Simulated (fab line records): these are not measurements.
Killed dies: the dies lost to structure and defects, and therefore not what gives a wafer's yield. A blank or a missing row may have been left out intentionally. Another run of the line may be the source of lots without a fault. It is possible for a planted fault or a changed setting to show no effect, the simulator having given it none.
Chamber matching + flow n5-finfet + cmp-02 running N5_STI_FIN_REVEAL_CMP_04: 4 sister chambers
The step polishes, stops on Si3N4, t overpolish 4 s, target thk 131.83 nm. 8 wafers are shown with their chamber, then 8 later ones without.

== WAFERS WITH THEIR CHAMBER ==
| wafer  | chamber | motor-current-A (A) | time-to-endpoint-s (s) |
|--------|---------|---------------------|------------------------|
| L075.2 | 2       | 8.0                 | 100                    |
| L075.3 | 1       | 10.0                | 98                     |
| L078.2 | 1       | 9.3                 | 98                     |
| L078.3 | 2       | 8.3                 | 96                     |
| L086.3 | 0       | 8.2                 | 105                    |
| L088.4 | 0       | 8.4                 | 112                    |
| L088.5 | 3       | 7.6                 | 100                    |
| L091.2 | 3       | 8.4                 | 97                     |

== WAFERS WITH NO CHAMBER GIVEN ==
| wafer  | motor-current-A (A) | time-to-endpoint-s (s) |
|--------|---------------------|------------------------|
| L091.3 | 7.7                 | 100                    |
| L091.5 | 8.4                 | 96                     |
| L092.1 | 8.4                 | 99                     |
| L092.2 | 9.8                 | 97                     |
| L092.5 | 8.5                 | 100                    |
| L093.3 | 8.7                 | 98                     |
| L093.5 | 8.3                 | 109                    |
| L093.6 | 9.8                 | 94                     |

== THE CHAMBER EACH PASSED THROUGH ==
| wafer  | from the rows above               | in truth |
|--------|-----------------------------------|----------|
| L091.3 | can't be placed: 3 or 2           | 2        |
| L091.5 | can't be placed: 2 or 3           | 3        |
| L092.1 | can't be placed: 2 or 3           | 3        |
| L092.2 | 1                                 | 1        |
| L092.5 | can't be placed: 2 or 3 or 0 or 1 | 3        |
| L093.3 | can't be placed: 2 or 3 or 1      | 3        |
| L093.5 | 0                                 | 0        |
| L093.6 | 1                                 | 1        |
3 of 8 placed correctly. These rows do not allow placing 5 (true chamber among the candidates in 5). Wrongly placed: 0.
How it was worked out, from the rows above alone: a wafer's distance from a chamber is the root of the sum, over the readings, of the square of ((its reading less the chamber's mean) divided by the reading's scatter). The wafer belongs to the nearest chamber; if the next one is less than 2 further off, it can't be placed. The mean given for a chamber averages the wafers shown for that chamber. The scatter: the root of (the sum of the squares of (reading less its chamber's mean) over the shown wafers, divided by (wafers less chambers)).
